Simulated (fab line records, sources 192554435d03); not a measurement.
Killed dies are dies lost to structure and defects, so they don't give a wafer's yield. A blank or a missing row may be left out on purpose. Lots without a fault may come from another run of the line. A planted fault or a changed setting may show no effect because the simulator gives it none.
fab line records | flow n5_finfet
record lots=11 wafers=31 last_day=19
route steps=1938 shown BEOL_M6@1209 PASSIVATION@1936
lots that met no fault: from a run of the same line without faults
start_h: hours from the record's first day to the start of the lot's first wafer shown | wait_h: hours since the lot's step before | " the same as in the row above | L1.1+2: a row that stands for several wafers | - no value, or no start given | * or withheld: withheld | < > ~ a bound
route shown NAME@n: a module of which the file shows steps, and the number in the route of the first | usual: mean/standard deviation of fault-free wafers | same: alike in all rows | chamber/n: place in a boat | sites: the reading at each site | _std_site: their standard deviation | _edge_site: outer sites' mean less inner sites' | radius_mm: how far each site lies from the wafer's centre | mask NAME#n: copy n | behind: the tool/chamber that last shaped the wafer | hold: why the lot was held/for how many hours/how that ended | device: the transistor (n, p or np) that didn't switch | end of line: the same wafers' tests at the end of the route | a step without rows: its recipe alone | killed: dies lost to structure and defects at the first sort, not the wafer's yield | map: a wafer's dies, x killed, . not, _ none there
set.NAME: the setting as run; set.NAME@STEP: as run at that earlier step | model.NAME: the simulator's own value behind a step, which no gauge read
steps of the route over a sample of lots; a table a step, a row a wafer
services: from which hour (start_h, from the record's first day; less than 0 if before it) a tool's chamber was out of use, for how many hours, and why
## steps
# step N5_BEOL_M6_INSPECT_13
# recipe mode=adi inspect_instrument=brightfield
# usual raw_defect_count=430/97
# columns lot.wafer tool chamber start_h wait_h raw_defect_count
L150.1 defect_inspect-01 - 200.87 0.0 424
L150.2 " - " " 343
L150.6 " - " " 397
L149.2 defect_inspect-01 - 204.21 0.0 619
L149.3 " - " " 380
L149.5 " - " " 529
L151.3 defect_inspect-02 - 218.68 0.0 373
L151.6 " - " " 382
L153.3 defect_inspect-01 - 231.89 0.0 476
L153.5 " - " " 434
L163.2 defect_inspect-01 - 298.19 0.0 423
L163.3 " - " " 356
L163.5 " - " " 484
L168.2 defect_inspect-02 - 314.55 0.0 516
L168.3 " - " " 447
L168.5 " - " " 487
L166.1 defect_inspect-02 - 321.19 0.0 388
L166.2 " - " " 697
L166.4 " - " " 522
L167.4 defect_inspect-02 - 326.41 0.0 324
L167.5 " - " " 364
L167.6 " - " " 296
L170.1 defect_inspect-02 - 326.60 0.0 327
L170.3 " - " " 628
L170.5 " - " " 518
L169.1 defect_inspect-02 - 332.50 0.0 465
L169.2 " - " " 397
L169.3 " - " " 382
L171.1 defect_inspect-02 - 350.57 0.0 572
L171.5 " - " " 488
L171.6 " - " " 465
# step N5_BEOL_M6_DESCUM_16
# recipe chemistry=O2 time_s=7.9 source_power_w=50 bias_power_w=20 pressure_mtorr=20 rf_frequency_hz=2.712e+07 temp_c=40 resist=CAR-ArF o2_flow_sccm=225
# usual drypump_motor_current_A=5.6/0.43 oes_product_au=0.83/0.063 rf_vpp_V=243.5/1.6 showerhead_plenum_p_Torr=2.11/0.083 throttle_valve_pct=20.40/0.17
# columns lot.wafer tool chamber start_h wait_h drypump_motor_current_A oes_product_au rf_hours_counter_h rf_vpp_V showerhead_plenum_p_Torr throttle_valve_pct
L150.1 rie_diel-01 3 200.97 0.1 5.0 0.89 37 243.9 2.14 20.21
L150.2 " 1 " " 5.2 0.92 9 242.8 2.15 20.23
L150.6 " 2 " " 5.9 0.67 - 240.7 1.96 20.50
L149.2 rie_diel-04 2 204.24 0.0 5.4 0.80 103 242.6 2.10 20.12
L149.3 " 1 " " 6.5 0.85 60 243.5 2.03 20.65
L149.5 " 1 " " 6.5 0.85 - 242.1 2.03 20.67
L151.3 rie_diel-03 3 218.71 0.0 5.5 0.80 101 244.7 2.19 20.25
L151.6 " 0 " " 5.3 0.75 - 240.0 2.03 20.58
L153.3 rie_diel-01 3 231.92 0.0 5.0 0.87 49 244.2 2.13 20.23
L153.5 " 0 " " 5.5 0.87 - 243.1 2.04 20.32
L163.2 rie_diel-04 1 298.36 0.2 6.5 0.82 87 242.1 2.02 20.69
L163.3 " 0 " " 5.1 0.87 26 240.5 2.07 20.54
L163.5 " 2 " " 5.4 0.77 - 244.3 2.09 20.15
L168.2 rie_diel-04 0 314.60 0.0 5.1 0.86 31 243.0 2.06 20.56
L168.3 " 2 " " 5.4 0.77 135 245.2 2.09 20.15
L168.5 " 2 " " 5.4 0.78 - 242.5 2.09 20.17
L166.1 rie_diel-04 0 321.35 0.2 5.1 0.85 32 242.2 2.06 20.56
L166.2 " 3 " " 5.9 0.86 54 245.2 2.21 20.48
L166.4 " 1 " " 6.5 0.83 94 241.3 2.02 20.70
L167.4 rie_diel-03 1 326.89 0.5 5.3 0.82 85 245.2 2.23 20.30
L167.5 " 2 " " 5.5 0.71 - 241.1 1.99 20.56
L167.6 " 1 " " 5.3 0.82 - 246.1 2.23 20.28
L170.1 rie_diel-01 0 326.90 0.3 5.5 0.83 66 242.6 2.03 20.38
L170.3 " 3 " " 5.0 0.83 83 242.5 2.12 20.28
L170.5 " 2 " " 5.9 0.89 - 244.3 2.21 20.35
L169.1 rie_diel-04 1 332.54 0.0 6.5 0.81 99 241.6 2.02 20.72
L169.2 " 3 " " 5.9 0.85 59 245.6 2.21 20.46
L169.3 " 0 " " 5.1 0.85 37 243.2 2.06 20.56
L171.1 rie_diel-01 3 350.60 0.0 5.0 0.83 92 241.7 2.12 20.30
L171.5 " 3 " " 4.9 0.83 - 242.9 2.12 20.30
L171.6 " 2 " " 5.9 0.88 - 244.8 2.21 20.38
# step N5_BEOL_M6_ETCH_61
# recipe chemistry=CF4 target=SiARC target_depth_a=455 mask_material=CAR-ArF time_s=75.8 ion_energy_ev=80 pressure_mtorr=40 source_w=545 bias_w=36 Ar_flow_sccm=100 cf4_flow_sccm=100 ends=cleared
# usual drypump_motor_current_A=5.6/0.43 etch_rf_on_time_s=75.1/1.9 oes_product_au=0.71/0.055 rf_vpp_V=184.2/1.3 showerhead_plenum_p_Torr=2.16/0.079 throttle_valve_pct=15.55/0.18
# columns lot.wafer tool chamber start_h wait_h drypump_motor_current_A etch_rf_on_time_s oes_product_au rf_hours_counter_h rf_vpp_V showerhead_plenum_p_Torr throttle_valve_pct
L150.1 rie_diel-01 3 201.00 0.0 4.9 74.5 0.76 37 183.9 2.18 15.37
L150.2 " 1 " " 5.2 74.2 0.79 9 186.6 2.20 15.37
L150.6 " 2 " " 5.9 75.5 0.59 - 183.2 2.03 15.87
L149.2 rie_diel-04 2 204.28 0.0 5.5 78.3 0.68 103 184.7 2.16 15.31
L149.3 " 1 " " 6.5 73.9 0.73 60 183.3 2.10 15.85
L149.5 " 1 " " 6.5 73.7 0.74 - 182.6 2.10 15.85
L151.3 rie_diel-03 3 218.75 0.0 5.5 78.1 0.66 101 185.8 2.25 15.50
L151.6 " 0 " " 5.4 78.5 0.63 - 183.3 2.06 15.65
L153.3 rie_diel-01 3 231.95 0.0 5.0 74.7 0.74 49 185.7 2.18 15.41
L153.5 " 0 " " 5.5 75.0 0.74 - 184.6 2.10 15.49
L163.2 rie_diel-04 1 298.40 0.0 6.5 73.5 0.71 87 185.4 2.09 15.89
L163.3 " 0 " " 5.1 74.9 0.74 26 183.8 2.10 15.55
L163.5 " 2 " " 5.4 78.2 0.66 - 184.6 2.15 15.36
L168.2 rie_diel-04 0 314.63 0.0 5.1 75.3 0.74 31 184.1 2.10 15.55
L168.3 " 2 " " 5.4 79.3 0.65 135 184.3 2.14 15.38
L168.5 " 2 " " 5.4 78.1 0.66 - 184.9 2.14 15.37
L166.1 rie_diel-04 0 321.39 0.0 5.1 74.0 0.74 32 183.0 2.10 15.56
L166.2 " 3 " " 5.9 73.7 0.73 54 187.0 2.26 15.62
L166.4 " 1 " " 6.5 73.3 0.70 94 182.0 2.09 15.91
L167.4 rie_diel-03 1 326.93 0.0 5.3 72.3 0.72 85 185.5 2.25 15.26
L167.5 " 2 " " 5.5 73.9 0.63 - 182.0 2.04 15.73
L167.6 " 1 " " 5.3 73.0 0.71 - 185.9 2.25 15.27
L170.1 rie_diel-01 0 326.93 0.0 5.5 76.1 0.70 66 182.3 2.09 15.56
L170.3 " 3 " " 4.9 75.0 0.71 83 183.3 2.16 15.50
L170.5 " 2 " " 6.0 74.2 0.77 - 185.1 2.27 15.50
L169.1 rie_diel-04 1 332.58 0.0 6.5 73.3 0.70 99 184.0 2.09 15.92
L169.2 " 3 " " 5.8 74.6 0.73 59 182.7 2.26 15.61
L169.3 " 0 " " 5.1 75.1 0.73 37 183.4 2.10 15.57
L171.1 rie_diel-01 3 350.64 0.0 4.9 75.2 0.70 92 185.0 2.16 15.49
L171.5 " 3 " " 4.9 74.7 0.71 - 184.8 2.16 15.51
L171.6 " 2 " " 5.9 73.7 0.76 - 187.8 2.27 15.51
# step N5_BEOL_M6_ETCH_72
# recipe chemistry=N2/H2 target=underlayer target_depth_a=65 mask_material=CAR-EUV time_s=5.2 ion_energy_ev=200 pressure_mtorr=30 source_w=840 bias_w=150 n2_flow_sccm=200 h2_flow_sccm=200 ends=cleared
# usual drypump_motor_current_A=5.5/0.42 etch_rf_on_time_s=5.16/0.14 oes_product_au=0.71/0.054 rf_vpp_V=524/3.1 showerhead_plenum_p_Torr=2.55/0.099 throttle_valve_pct=17.76/0.22
# columns lot.wafer tool chamber start_h wait_h drypump_motor_current_A etch_rf_on_time_s oes_product_au rf_hours_counter_h rf_vpp_V showerhead_plenum_p_Torr throttle_valve_pct
L150.1 rie_diel-01 1 203.08 0.0 5.2 5.16 0.78 10 527 2.61 17.62
L150.2 " 0 " " 5.4 5.15 0.74 23 522 2.48 17.72
L150.6 " 1 " " 5.2 5.10 0.78 - 525 2.61 17.61
L149.2 rie_diel-03 2 209.87 0.0 5.6 5.08 0.64 132 521 2.45 17.99
L149.3 " 3 " " 5.5 5.41 0.65 98 525 2.68 17.68
L149.5 " 2 " " 5.6 5.02 0.65 - 522 2.45 18.02
L151.3 rie_diel-01 3 221.17 0.0 5.0 5.00 0.77 44 525 2.57 17.53
L151.6 " 3 " " 5.0 5.06 0.77 - 524 2.57 17.52
L153.3 rie_diel-03 3 232.86 0.0 5.5 5.42 0.65 105 528 2.67 17.67
L153.5 " 0 " " 5.4 5.38 0.64 - 521 2.45 17.84
L163.2 rie_diel-03 0 301.04 0.0 5.4 5.38 0.63 168 520 2.44 17.87
L163.3 " 3 " " 5.5 3.70 0.79 127 529 2.66 17.77
L163.5 " 0 " " 5.4 5.34 0.62 - 519 2.44 17.89
L168.2 rie_diel-04 0 317.93 0.0 5.1 5.18 0.75 32 523 2.47 17.62
L168.3 " 3 " " 5.9 5.08 0.73 54 527 2.69 17.94
L168.5 " 2 " " 5.4 5.37 0.65 - 526 2.54 17.50
L166.1 rie_diel-03 1 322.65 0.0 5.4 3.38 0.90 83 531 2.66 17.52
L166.2 " 3 " " 5.4 5.47 0.63 132 527 2.66 17.75
L166.4 " 0 " " 5.3 5.35 0.61 177 522 2.44 17.88
L170.1 rie_diel-01 0 329.14 0.0 5.4 5.26 0.68 67 522 2.46 17.79
L170.3 " 2 " " 5.9 5.11 0.77 34 527 2.69 17.83
L170.5 " 0 " " 5.4 5.24 0.69 - 523 2.46 17.77
L167.4 rie_diel-04 3 329.26 0.0 5.9 5.06 0.73 - 530 2.69 17.96
L167.5 " 0 " " 5.1 5.14 0.73 - 522 2.47 17.64
L167.6 " 1 " " 6.5 5.04 0.70 - 524 2.45 18.19
L169.1 rie_diel-01 2 333.57 0.0 6.0 5.10 0.76 36 526 2.69 17.84
L169.2 " 3 " " 4.9 5.13 0.70 86 524 2.55 17.62
L169.3 " 1 " " 5.3 5.16 0.70 55 525 2.59 17.69
L171.1 rie_diel-04 3 356.53 0.0 5.8 5.14 0.72 67 529 2.69 17.96
L171.5 " 1 " " 6.5 5.01 0.69 - 520 2.45 18.22
L171.6 " 2 " " 5.5 5.39 0.64 - 524 2.54 17.51
# step N5_PASSIVATION_PROBE_49
# usual defect_limited_yield=91.0/1.5 killed_at_M0_to_M3=35/11 killed_at_M4_up=13/5 killed_at_contacts=12/5.9 killed_at_front_end=42/13 killed_at_other=3/3.2 killed_dies=106/18 killed_on_rim=14/4.2 killed_open=69/13 killed_short=35/8.9 sort_bin_5_function=5.2/0.95 sort_bin_6_memory=3.3/0.71 sort_n_pass=1074/18 sort_yield_pct=91.0/1.5
# same gross_dies=1180 killed_at_back_side=0 sort_bin_4_leakage[%]=0 sort_bin_8_speed[%]=0
# columns lot.wafer tool chamber start_h wait_h defect_limited_yield[%] killed_at_M0_to_M3 killed_at_M4_up killed_at_contacts killed_at_front_end killed_at_other killed_dies killed_on_rim killed_open killed_short sort_bin_5_function[%] sort_bin_6_memory[%] sort_n_pass sort_yield_pct[%]
L150.1 prober-01 - 291.25 0.0 88.6 41 15 6 64 8 134 19 70 60 6.9 3.8 1046 88.6
L150.2 prober-01 - 291.30 0.1 89.2 34 19 21 51 3 128 17 80 44 6.4 4.2 1052 89.2
L150.6 prober-01 - 291.50 0.3 89.2 42 12 12 49 12 127 12 73 51 6.0 4.0 1053 89.2
L149.2 prober-02 - 304.75 0.1 92.5 21 9 13 43 3 89 13 56 33 4.1 3.2 1091 92.5
L149.3 prober-02 - 304.80 0.1 91.5 35 6 17 41 1 100 14 75 25 5.5 2.5 1080 91.5
L149.5 prober-02 - 304.90 0.2 90.9 34 12 25 34 2 107 23 76 31 5.0 3.6 1073 90.9
L151.3 prober-02 - 307.89 0.1 91.9 31 8 15 40 1 95 15 61 31 4.4 3.1 1085 91.9
L151.6 prober-02 - 308.04 0.3 88.3 42 19 23 46 8 138 18 89 47 6.4 4.7 1042 88.3
L153.3 prober-01 - 320.48 0.1 91.8 32 16 18 31 0 97 12 65 32 4.3 3.5 1083 91.8
L153.5 prober-01 - 320.58 0.2 91.2 29 19 8 48 0 104 13 73 25 4.4 3.6 1076 91.2
L163.2 prober-01 - 392.09 0.1 90.8 30 14 7 55 3 109 11 72 37 6.4 2.6 1071 90.8
L163.3 prober-01 - 392.14 0.1 91.0 28 13 8 47 10 106 12 75 28 4.8 3.5 1074 91.0
L163.5 prober-01 - 392.24 0.2 91.5 31 15 17 32 5 100 10 70 30 4.6 3.6 1080 91.5
L168.2 prober-02 - 409.66 0.1 88.6 56 13 14 51 1 135 19 79 52 6.2 4.7 1045 88.6
L168.3 prober-02 - 409.71 0.1 89.6 49 12 11 49 2 123 15 74 49 6.9 3.0 1057 89.6
L168.5 prober-02 - 409.81 0.2 88.3 52 14 14 57 1 138 21 85 48 6.4 4.8 1042 88.3
L166.1 prober-02 - 414.09 0.0 91.4 34 15 1 45 6 101 14 66 34 5.5 2.8 1079 91.4
L169.1 prober-02 - 434.13 0.0 90.9 29 16 4 46 12 107 13 66 34 5.4 3.0 1073 90.9
L169.2 prober-02 - 434.18 0.1 91.9 33 15 5 36 6 95 10 63 31 4.8 2.7 1085 91.9
L169.3 prober-02 - 434.23 0.1 91.3 33 11 11 40 8 103 16 64 38 5.6 2.9 1077 91.3
L170.1 prober-02 - 436.08 0.0 93.6 20 9 12 35 0 76 11 42 33 4.2 2.0 1104 93.6
L170.3 prober-02 - 436.18 0.1 91.9 24 13 15 44 0 96 10 68 26 4.6 3.3 1084 91.9
L170.5 prober-02 - 436.28 0.2 91.2 42 10 21 29 2 104 17 71 29 4.1 4.3 1076 91.2
# killed by level:class
L150.1 FIN_SAQP:geometric_particle:short=23 BEOL_M0_SAQP:geometric_particle:open=14 FIN_SAQP:geometric_particle:open=13 BEOL_M0_SAQP:geometric_particle:short=11 STI_FIN_REVEAL:geometric_particle:open=8 BEOL_M2:geometric_particle:open=6 BEOL_M4:geometric_particle:open=6 STARTING-WAFER:geometric_particle:short=5
L150.2 MOL_CONTACT_COAG:geometric_particle:open=14 FIN_SAQP:geometric_particle:short=12 STI_FIN_REVEAL:geometric_particle:open=10 BEOL_M4:geometric_particle:open=9 BEOL_M0_SAQP:geometric_particle:open=8 BEOL_M0_SAQP:geometric_particle:short=8 MOL_CONTACT_COAG:geometric_particle:short=7 FIN_SAQP:geometric_particle:open=5
L150.6 FIN_SAQP:geometric_particle:short=19 FIN_SAQP:geometric_particle:open=14 BEOL_M2:geometric_particle:open=14 MOL_CONTACT_COAG:geometric_particle:open=10 BEOL_M0_SAQP:geometric_particle:short=7 BEOL_M1:geometric_particle:open=6 STI_FIN_REVEAL:geometric_particle:open=5 BEOL_M4:geometric_particle:open=5
L149.2 FIN_SAQP:geometric_particle:short=13 STI_FIN_REVEAL:geometric_particle:open=12 MOL_CONTACT_COAG:geometric_particle:open=10 FIN_SAQP:geometric_particle:open=8 DUMMY_GATE:geometric_particle:open=6 BEOL_M2:geometric_particle:open=6 BEOL_M0_SAQP:geometric_particle:short=4 BEOL_M4:geometric_particle:open=4
L149.3 MOL_CONTACT_COAG:geometric_particle:open=15 STI_FIN_REVEAL:geometric_particle:open=14 BEOL_M0_SAQP:geometric_particle:open=8 BEOL_M1:geometric_particle:open=8 FIN_SAQP:geometric_particle:open=7 BEOL_M2:geometric_particle:open=5 STARTING-WAFER:geometric_particle:short=4 DUMMY_GATE:geometric_particle:open=4
L149.5 MOL_CONTACT_COAG:geometric_particle:open=17 STI_FIN_REVEAL:geometric_particle:open=13 BEOL_M3:geometric_particle:open=10 MOL_CONTACT_COAG:geometric_particle:short=8 FIN_SAQP:geometric_particle:short=7 BEOL_M4:geometric_particle:open=7 FIN_SAQP:geometric_particle:open=6 BEOL_M0_SAQP:geometric_particle:open=6
L151.3 MOL_CONTACT_COAG:geometric_particle:open=14 BEOL_M0_SAQP:geometric_particle:open=10 FIN_SAQP:geometric_particle:open=9 GATE_CUT:geometric_particle:short=6 BEOL_M2:geometric_particle:open=6 BEOL_M0_SAQP:geometric_particle:short=5 FIN_SAQP:geometric_particle:short=3 DUMMY_GATE:geometric_particle:open=3
L151.6 MOL_CONTACT_COAG:geometric_particle:open=17 FIN_SAQP:geometric_particle:open=15 BEOL_M0_SAQP:geometric_particle:short=13 FIN_SAQP:geometric_particle:short=8 BEOL_M2:geometric_particle:open=8 MOL_CONTACT_COAG:geometric_particle:short=6 DUMMY_GATE:geometric_particle:open=5 BEOL_M3:geometric_particle:open=5
L153.3 MOL_CONTACT_COAG:geometric_particle:open=15 BEOL_M4:geometric_particle:open=9 BEOL_M3:geometric_particle:open=8 FIN_SAQP:geometric_particle:open=7 GATE_CUT:geometric_particle:short=5 BEOL_M1:geometric_particle:open=5 BEOL_M2:geometric_particle:open=5 BEOL_M2:geometric_particle:short=5
L153.5 FIN_SAQP:geometric_particle:open=10 BEOL_M4:geometric_particle:open=9 BEOL_M2:geometric_particle:open=8 DUMMY_GATE:geometric_particle:open=7 BEOL_M3:geometric_particle:open=7 MOL_CONTACT_COAG:geometric_particle:open=6 STI_FIN_REVEAL:geometric_particle:open=6 HKMG_FIN:area_etch=6
L163.2 FIN_SAQP:geometric_particle:open=18 FIN_SAQP:geometric_particle:short=8 DUMMY_GATE:geometric_particle:open=7 STI_FIN_REVEAL:geometric_particle:open=6 BEOL_M1:geometric_particle:open=6 BEOL_M6:geometric_particle:open=5 GATE_CUT:geometric_particle:short=5 MOL_CONTACT_COAG:geometric_particle:open=5
L163.3 FIN_SAQP:geometric_particle:open=18 BEOL_M3:geometric_particle:open=11 STI_FIN_REVEAL:geometric_particle:open=10 MOL_CONTACT_COAG:geometric_particle:open=6 FIN_SAQP:geometric_particle:short=5 BEOL_M0_SAQP:geometric_particle:short=5 BEOL_M4:geometric_particle:open=5 BEOL_M1:geometric_particle:open=4
L163.5 FIN_SAQP:geometric_particle:open=13 MOL_CONTACT_COAG:geometric_particle:open=13 BEOL_M4:geometric_particle:open=10 BEOL_M1:geometric_particle:open=7 BEOL_M3:geometric_particle:open=7 FIN_SAQP:geometric_particle:short=5 GATE_CUT:geometric_particle:short=4 MOL_CONTACT_COAG:geometric_particle:short=4
L168.2 BEOL_M0_SAQP:geometric_particle:short=19 STI_FIN_REVEAL:geometric_particle:open=14 BEOL_M0_SAQP:geometric_particle:open=14 MOL_CONTACT_COAG:geometric_particle:open=11 FIN_SAQP:geometric_particle:short=10 BEOL_M1:geometric_particle:open=6 FIN_SAQP:geometric_particle:open=5 BEOL_M1:geometric_particle:short=5
L168.3 FIN_SAQP:geometric_particle:open=16 BEOL_M0_SAQP:geometric_particle:short=15 FIN_SAQP:geometric_particle:short=11 MOL_CONTACT_COAG:geometric_particle:open=9 BEOL_M0_SAQP:geometric_particle:open=8 BEOL_M2:geometric_particle:short=8 BEOL_M2:geometric_particle:open=6 BEOL_M1:geometric_particle:open=6
L168.5 BEOL_M0_SAQP:geometric_particle:open=16 STI_FIN_REVEAL:geometric_particle:open=14 FIN_SAQP:geometric_particle:short=12 MOL_CONTACT_COAG:geometric_particle:open=10 FIN_SAQP:geometric_particle:open=8 BEOL_M0_SAQP:geometric_particle:short=8 BEOL_M4:geometric_particle:open=7 BEOL_M2:geometric_particle:open=6
L166.1 FIN_SAQP:geometric_particle:open=17 BEOL_M3:geometric_particle:open=9 STI_FIN_REVEAL:geometric_particle:open=8 BEOL_M4:geometric_particle:open=7 FIN_SAQP:geometric_particle:short=5 BEOL_M0_SAQP:geometric_particle:short=5 BEOL_M3:geometric_particle:short=5 STARTING-WAFER:geometric_particle:short=5
L169.1 FIN_SAQP:geometric_particle:open=12 GATE_CUT:geometric_particle:short=10 BEOL_M4:geometric_particle:open=10 BEOL_M0_SAQP:geometric_particle:short=8 STI_FIN_REVEAL:geometric_particle:open=7 BEOL_M0_SAQP:geometric_particle:open=6 PASS1_CAP:geometric_particle:open=6 HKMG_FIN:area_etch=6
L169.2 STI_FIN_REVEAL:geometric_particle:open=13 BEOL_M4:geometric_particle:open=10 BEOL_M0_SAQP:geometric_particle:short=9 BEOL_M0_SAQP:geometric_particle:open=8 BEOL_M3:geometric_particle:open=7 FIN_SAQP:geometric_particle:short=5 MOL_CONTACT_COAG:geometric_particle:open=4 BEOL_M1:geometric_particle:open=4
L169.3 BEOL_M3:geometric_particle:open=10 STI_FIN_REVEAL:geometric_particle:open=9 BEOL_M0_SAQP:geometric_particle:short=9 FIN_SAQP:geometric_particle:open=7 MOL_CONTACT_COAG:geometric_particle:open=7 BEOL_M4:geometric_particle:open=7 BEOL_M0_SAQP:geometric_particle:open=6 FIN_SAQP:geometric_particle:short=5
L170.1 MOL_CONTACT_COAG:geometric_particle:open=9 DUMMY_GATE:geometric_particle:open=6 BEOL_M0_SAQP:geometric_particle:short=6 FIN_SAQP:geometric_particle:short=5 GATE_CUT:geometric_particle:short=4 BEOL_M0_SAQP:geometric_particle:open=4 STI_FIN_REVEAL:geometric_particle:short=3 DUMMY_GATE:geometric_particle:short=3
L170.3 MOL_CONTACT_COAG:geometric_particle:open=11 STI_FIN_REVEAL:geometric_particle:open=7 FIN_SAQP:geometric_particle:open=6 DUMMY_GATE:geometric_particle:open=6 GATE_CUT:geometric_particle:open=6 BEOL_M2:geometric_particle:open=6 GATE_CUT:geometric_particle:short=5 BEOL_M0_SAQP:geometric_particle:short=5
L170.5 MOL_CONTACT_COAG:geometric_particle:open=19 BEOL_M2:geometric_particle:open=9 BEOL_M3:geometric_particle:open=9 STI_FIN_REVEAL:geometric_particle:open=8 BEOL_M0_SAQP:geometric_particle:short=7 BEOL_M4:geometric_particle:open=5 GATE_CUT:geometric_particle:short=4 BEOL_M2:geometric_particle:short=4
## services
# columns tool chamber start_h hours kind
rie_diel-01 3 183.63 4.1 repair
rie_diel-04 0 188.21 - clean
rie_diel-04 0 188.21 - consumable_replace:focus_ring
rie_diel-04 0 188.21 24.3 scheduled_down
rie_diel-04 0 188.21 24.3 vent_cycle
rie_diel-01 2 208.41 - clean
rie_diel-01 2 208.41 - consumable_replace:focus_ring
rie_diel-01 2 208.41 - consumable_replace:showerhead
rie_diel-01 2 208.41 16.5 scheduled_down
rie_diel-01 2 208.41 16.5 vent_cycle
rie_diel-01 2 246.55 8.5 repair
rie_diel-01 1 287.24 4.2 repair
rie_diel-03 3 307.29 5.7 repair
rie_diel-04 2 323.48 19.8 repair
## key
first_sign step=N5_BEOL_M6_ETCH_72 reading=etch_rf_on_time_s direction=down sigmas=12 usual=* struck=*
effect step=N5_BEOL_M6_ETCH_72 reading=oes_product_au direction=up sigmas=2.6 usual=0.71 struck=0.85
met_at N5_BEOL_M6_ETCH_72
struck_lots L163,L166
struck_wafers L163.3,L166.1
not_acting_at N5_BEOL_M6_INSPECT_13,N5_BEOL_M6_DESCUM_16,N5_BEOL_M6_ETCH_61
onset_between 232.86 301.04
fault kind=process_parameter_drift tool=rie_diel-03 chamber=- onset_h=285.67 steps=N5_BEOL_M6_ETCH_72 channel=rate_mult offset=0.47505 shape=step end_h=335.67 scope=struck_wafers_only
